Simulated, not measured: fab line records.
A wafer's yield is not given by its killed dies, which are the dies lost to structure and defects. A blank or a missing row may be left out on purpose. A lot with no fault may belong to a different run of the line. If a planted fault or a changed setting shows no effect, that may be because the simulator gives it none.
Which of the tools did it? / flow n5-finfet / Sampling: 24 lots, 72 wafers, 5 of 1938 route steps

WHAT THE GAUGES SHOWED, per wafer
N5_BEOL_M11_OVL_MEAS_12.
lot=L074; measured=day 10 09:29; on=overlay-01; M11_OVL (nm)=-0.8 0.5 0.5
lot=L077; measured=day 10 13:35; on=overlay-02; M11_OVL (nm)=0.6 0.6 0.5
lot=L075; measured=day 10 14:25; on=overlay-02; M11_OVL (nm)=-0.9 -1.0 0.8
lot=L076; measured=day 10 18:03; on=overlay-02; M11_OVL (nm)=0.5 -1.3 -1.5
lot=L079; measured=day 11 14:27; on=overlay-01; M11_OVL (nm)=0.4 -0.3 0.7
lot=L078; measured=day 11 15:11; on=overlay-01; M11_OVL (nm)=0.1 0.8 0.1
lot=L080; measured=day 11 15:34; on=overlay-02; M11_OVL (nm)=-1.4 -1.1 -1.8
lot=L081; measured=day 12 00:23; on=overlay-02; M11_OVL (nm)=-1.0 -0.4 -0.6
lot=L083; measured=day 12 04:52; on=overlay-01; M11_OVL (nm)=1.4 0.8 0.3
lot=L082; measured=day 12 05:13; on=overlay-01; M11_OVL (nm)=1.3 0.2 0.2
lot=L084; measured=day 12 13:53; on=overlay-01; M11_OVL (nm)=-0.6 -2.1 -0.7
lot=L085; measured=day 12 21:38; on=overlay-01; M11_OVL (nm)=-1.2 -1.0 -1.0
lot=L086; measured=day 13 04:55; on=overlay-01; M11_OVL (nm)=-0.5 -2.5 -1.4
lot=L087; measured=day 13 13:35; on=overlay-02; M11_OVL (nm)=-1.0 -2.0 -0.7
lot=L088; measured=day 13 22:09; on=overlay-01; M11_OVL (nm)=-2.3 -0.5 -2.5
lot=L090; measured=day 13 22:19; on=overlay-02; M11_OVL (nm)=0.1 -0.3 -0.8
lot=L091; measured=day 14 04:44; on=overlay-02; M11_OVL (nm)=-1.0 -1.0 -0.2
lot=L089; measured=day 14 06:47; on=overlay-01; M11_OVL (nm)=-0.8 0.0 -1.0
lot=L092; measured=day 14 21:25; on=overlay-02; M11_OVL (nm)=2.1 -0.4 0.4
lot=L093; measured=day 15 06:05; on=overlay-01; M11_OVL (nm)=0.2 -0.1 0.0
lot=L095; measured=day 15 06:58; on=overlay-02; M11_OVL (nm)=0.5 0.7 -0.5
lot=L094; measured=day 15 09:49; on=overlay-02; M11_OVL (nm)=-1.0 -1.3 0.1
lot=L096; measured=day 15 20:19; on=overlay-01; M11_OVL (nm)=0.1 0.2 0.2
lot=L097; measured=day 16 00:40; on=overlay-01; M11_OVL (nm)=0.3 -0.1 -1.0

N5_BEOL_M11_CD_MEAS_28 targets a cd of 70 nm.
lot=L074; measured=day 10 13:19; on=cd-sem-02; cd-nm (nm)=69.4 69.1 70.2
lot=L077; measured=day 10 14:49; on=cd-sem-02; cd-nm (nm)=69.1 69.5 68.8
lot=L075; measured=day 10 15:48; on=cd-sem-01; cd-nm (nm)=70.9 70.6 70.4
lot=L076; measured=day 10 19:40; on=cd-sem-01; cd-nm (nm)=71.0 70.0 70.4
lot=L079; measured=day 11 18:03; on=cd-sem-03; cd-nm (nm)=70.1 68.8 69.2
lot=L078; measured=day 11 17:52; on=cd-sem-03; cd-nm (nm)=69.0 69.8 68.7
lot=L080; measured=day 11 18:13; on=cd-sem-03; cd-nm (nm)=69.3 70.7 69.2
lot=L081; measured=day 12 03:48; on=cd-sem-03; cd-nm (nm)=71.5 71.1 72.2
lot=L083; measured=day 12 07:36; on=cd-sem-01; cd-nm (nm)=70.0 70.0 69.8
lot=L082; measured=day 12 07:46; on=cd-sem-01; cd-nm (nm)=68.5 69.6 68.0
lot=L084; measured=day 12 16:23; on=cd-sem-01; cd-nm (nm)=69.0 68.6 69.0
lot=L085; measured=day 12 23:08; on=cd-sem-01; cd-nm (nm)=70.7 70.6 70.3
lot=L086; measured=day 13 07:40; on=cd-sem-02; cd-nm (nm)=69.9 69.9 70.2
lot=L087; measured=day 13 14:37; on=cd-sem-01; cd-nm (nm)=68.6 68.4 69.4
lot=L088; measured=day 13 23:39; on=cd-sem-01; cd-nm (nm)=70.6 71.1 70.9
lot=L090; measured=day 13 23:49; on=cd-sem-02; cd-nm (nm)=70.1 69.2 69.7
lot=L091; measured=day 14 05:41; on=cd-sem-03; cd-nm (nm)=70.4 69.6 70.3
lot=L089; measured=day 14 07:43; on=cd-sem-01; cd-nm (nm)=68.3 69.9 69.6
lot=L092; measured=day 14 23:05; on=cd-sem-03; cd-nm (nm)=69.8 68.3 69.1
lot=L093; measured=day 15 09:44; on=cd-sem-01; cd-nm (nm)=70.1 69.4 68.8
lot=L095; measured=day 15 08:52; on=cd-sem-01; cd-nm (nm)=69.5 70.4 70.4
lot=L094; measured=day 15 10:55; on=cd-sem-02; cd-nm (nm)=70.4 71.1 69.5
lot=L096; measured=day 15 21:58; on=cd-sem-01; cd-nm (nm)=69.7 70.1 70.7
lot=L097; measured=day 16 01:29; on=cd-sem-01; cd-nm (nm)=69.5 69.5 68.0

N5_BEOL_M11_INSPECT_58: inspects for defects (darkfield).
lot=L074; measured=day 10 17:05; on=defect-inspect-01; raw-defect-count=58 48 69
lot=L077; measured=day 10 18:43; on=defect-inspect-02; raw-defect-count=81 80 50
lot=L075; measured=day 10 19:06; on=defect-inspect-01; raw-defect-count=87 108 90
lot=L076; measured=day 10 22:35; on=defect-inspect-02; raw-defect-count=92 84 49
lot=L079; measured=day 11 23:30; on=defect-inspect-01; raw-defect-count=42 97 79
lot=L078; measured=day 11 21:30; on=defect-inspect-02; raw-defect-count=71 65 47
lot=L080; measured=day 12 00:35; on=defect-inspect-02; raw-defect-count=169 87 101
lot=L081; measured=day 12 06:37; on=defect-inspect-02; raw-defect-count=38 59 60
lot=L083; measured=day 12 10:35; on=defect-inspect-01; raw-defect-count=57 68 94
lot=L082; measured=day 12 11:29; on=defect-inspect-01; raw-defect-count=44 61 74
lot=L084; measured=day 12 19:33; on=defect-inspect-01; raw-defect-count=124 93 112
lot=L085; measured=day 13 02:40; on=defect-inspect-02; raw-defect-count=67 58 51
lot=L086; measured=day 13 11:16; on=defect-inspect-01; raw-defect-count=72 75 76
lot=L087; measured=day 13 18:58; on=defect-inspect-01; raw-defect-count=99 68 128
lot=L088; measured=day 14 02:28; on=defect-inspect-01; raw-defect-count=39 92 111
lot=L090; measured=day 14 04:35; on=defect-inspect-02; raw-defect-count=48 78 56
lot=L091; measured=day 14 08:46; on=defect-inspect-01; raw-defect-count=48 57 52
lot=L089; measured=day 14 12:20; on=defect-inspect-02; raw-defect-count=94 66 72
lot=L092; measured=day 15 04:04; on=defect-inspect-01; raw-defect-count=87 79 73
lot=L093; measured=day 15 13:38; on=defect-inspect-02; raw-defect-count=76 57 48
lot=L095; measured=day 15 13:12; on=defect-inspect-01; raw-defect-count=78 61 52
lot=L094; measured=day 15 15:41; on=defect-inspect-02; raw-defect-count=91 100 81
lot=L096; measured=day 16 01:45; on=defect-inspect-02; raw-defect-count=71 71 89
lot=L097; measured=day 16 04:45; on=defect-inspect-02; raw-defect-count=87 66 97

N5_BEOL_M12_OVL_MEAS_11.
lot=L074; measured=day 10 17:35; on=overlay-01; V11_OVL (nm)=-15 -7 -15
lot=L077; measured=day 10 19:13; on=overlay-01; V11_OVL (nm)=1 -2 -2
lot=L075; measured=day 10 19:37; on=overlay-01; V11_OVL (nm)=-5 -4 -9
lot=L076; measured=day 10 23:05; on=overlay-01; V11_OVL (nm)=-3 -8 -10
lot=L079; measured=day 12 00:01; on=overlay-01; V11_OVL (nm)=-1 2 2
lot=L078; measured=day 11 22:00; on=overlay-01; V11_OVL (nm)=-1 1 2
lot=L080; measured=day 12 01:05; on=overlay-01; V11_OVL (nm)=-2 0 -9
lot=L081; measured=day 12 07:07; on=overlay-02; V11_OVL (nm)=-6 -6 2
lot=L083; measured=day 12 11:13; on=overlay-02; V11_OVL (nm)=-10 -6 -8
lot=L082; measured=day 12 12:07; on=overlay-02; V11_OVL (nm)=-13 -3 -10
lot=L084; measured=day 12 20:03; on=overlay-01; V11_OVL (nm)=-9 -3 -6
lot=L085; measured=day 13 03:17; on=overlay-01; V11_OVL (nm)=5 -7 -7
lot=L086; measured=day 13 11:46; on=overlay-02; V11_OVL (nm)=-6 -2 -6
lot=L087; measured=day 13 19:35; on=overlay-01; V11_OVL (nm)=0 0 -3
lot=L088; measured=day 14 03:05; on=overlay-02; V11_OVL (nm)=-6 -6 -10
lot=L090; measured=day 14 05:06; on=overlay-02; V11_OVL (nm)=-2 -5 -10
lot=L091; measured=day 14 09:16; on=overlay-01; V11_OVL (nm)=-8 -9 -9
lot=L089; measured=day 14 12:58; on=overlay-01; V11_OVL (nm)=-6 -4 -9
lot=L092; measured=day 15 04:42; on=overlay-01; V11_OVL (nm)=-13 -9 -2
lot=L093; measured=day 15 14:08; on=overlay-01; V11_OVL (nm)=-4 4 -7
lot=L095; measured=day 15 13:42; on=overlay-01; V11_OVL (nm)=-10 -10 -14
lot=L094; measured=day 15 16:12; on=overlay-01; V11_OVL (nm)=2 -8 -1
lot=L096; measured=day 16 02:23; on=overlay-01; V11_OVL (nm)=-1 -3 -13
lot=L097; measured=day 16 05:15; on=overlay-01; V11_OVL (nm)=4 -3 5

EACH LOT AND THE TOOL THAT RAN IT (in order: tool; ch and the chambers of the sampled wafers; start)
lot=L074; N5_BEOL_M11_PRE_CLEAN_45=pvd-sputter-02, day 10 14:44
lot=L077; N5_BEOL_M11_PRE_CLEAN_45=pvd-sputter-02, day 10 17:05
lot=L075; N5_BEOL_M11_PRE_CLEAN_45=pvd-sputter-01, day 10 17:36
lot=L076; N5_BEOL_M11_PRE_CLEAN_45=pvd-sputter-01, day 10 20:57
lot=L079; N5_BEOL_M11_PRE_CLEAN_45=pvd-sputter-03, day 11 20:46
lot=L078; N5_BEOL_M11_PRE_CLEAN_45=pvd-sputter-01, day 11 19:45
lot=L080; N5_BEOL_M11_PRE_CLEAN_45=pvd-sputter-01, day 11 22:22
lot=L081; N5_BEOL_M11_PRE_CLEAN_45=pvd-sputter-01, day 12 05:04
lot=L083; N5_BEOL_M11_PRE_CLEAN_45=pvd-sputter-01, day 12 08:47
lot=L082; N5_BEOL_M11_PRE_CLEAN_45=pvd-sputter-01, day 12 09:33
lot=L084; N5_BEOL_M11_PRE_CLEAN_45=pvd-sputter-02, day 12 17:41
lot=L085; N5_BEOL_M11_PRE_CLEAN_45=pvd-sputter-01, day 13 00:26
lot=L086; N5_BEOL_M11_PRE_CLEAN_45=pvd-sputter-03, day 13 09:07
lot=L087; N5_BEOL_M11_PRE_CLEAN_45=pvd-sputter-01, day 13 17:21
lot=L088; N5_BEOL_M11_PRE_CLEAN_45=pvd-sputter-01, day 14 00:53
lot=L090; N5_BEOL_M11_PRE_CLEAN_45=pvd-sputter-03, day 14 01:19
lot=L091; N5_BEOL_M11_PRE_CLEAN_45=pvd-sputter-02, day 14 06:54
lot=L089; N5_BEOL_M11_PRE_CLEAN_45=pvd-sputter-03, day 14 09:07
lot=L092; N5_BEOL_M11_PRE_CLEAN_45=pvd-sputter-03, day 15 00:44
lot=L093; N5_BEOL_M11_PRE_CLEAN_45=pvd-sputter-02, day 15 11:14
lot=L095; N5_BEOL_M11_PRE_CLEAN_45=pvd-sputter-03, day 15 10:37
lot=L094; N5_BEOL_M11_PRE_CLEAN_45=pvd-sputter-02, day 15 14:04
lot=L096; N5_BEOL_M11_PRE_CLEAN_45=pvd-sputter-02, day 15 23:49
lot=L097; N5_BEOL_M11_PRE_CLEAN_45=pvd-sputter-03, day 16 02:59
- N5_BEOL_M11_PRE_CLEAN_45: time 30 s.

WHAT THE TOOLS THEMSELVES READ (means of the sampled wafers that have a number; where no wafer has one, the mark that the record gives instead)
N5_BEOL_M11_PRE_CLEAN_45.
lot=L074; tool=pvd-sputter-02; heater-power-w (W)=315
lot=L077; tool=pvd-sputter-02; heater-power-w (W)=352
lot=L075; tool=pvd-sputter-01; heater-power-w (W)=360
lot=L076; tool=pvd-sputter-01; heater-power-w (W)=347
lot=L079; tool=pvd-sputter-03; heater-power-w (W)=350
lot=L078; tool=pvd-sputter-01; heater-power-w (W)=368
lot=L080; tool=pvd-sputter-01; heater-power-w (W)=358
lot=L081; tool=pvd-sputter-01; heater-power-w (W)=330
lot=L083; tool=pvd-sputter-01; heater-power-w (W)=327
lot=L082; tool=pvd-sputter-01; heater-power-w (W)=320
lot=L084; tool=pvd-sputter-02; heater-power-w (W)=310
lot=L085; tool=pvd-sputter-01; heater-power-w (W)=333
lot=L086; tool=pvd-sputter-03; heater-power-w (W)=349
lot=L087; tool=pvd-sputter-01; heater-power-w (W)=344
lot=L088; tool=pvd-sputter-01; heater-power-w (W)=355
lot=L090; tool=pvd-sputter-03; heater-power-w (W)=355
lot=L091; tool=pvd-sputter-02; heater-power-w (W)=325
lot=L089; tool=pvd-sputter-03; heater-power-w (W)=366
lot=L092; tool=pvd-sputter-03; heater-power-w (W)=325
lot=L093; tool=pvd-sputter-02; heater-power-w (W)=348
lot=L095; tool=pvd-sputter-03; heater-power-w (W)=348
lot=L094; tool=pvd-sputter-02; heater-power-w (W)=331
lot=L096; tool=pvd-sputter-02; heater-power-w (W)=382
lot=L097; tool=pvd-sputter-03; heater-power-w (W)=333

THE ANSWER, worked out from the rows above alone
Rule: usual is defined by the lots themselves. Put in order of their means at a reading, lots are off if they are a third of the lots or fewer, leave a main group of 4 or more, and stand apart from it by a gap of 3 or more times the standard deviation of the main group's means; of several such gaps the widest counts. A main group whose means are all the same, to the digits that the tables above print for the reading, isn't used. A lot without any number at a reading at which 4 lots or more have one is off too. The other lots that the step has rows for count as sound. First the gauges in route order, then the tools' own readings, where a lot's mean is used as printed above. The first step at which some lot is off is used, and at that step the reading that is off furthest; a lot without a number counts as furthest.
None of the lots is off at any reading shown; this tells nothing.

WHAT THE SIMULATOR PUT IN
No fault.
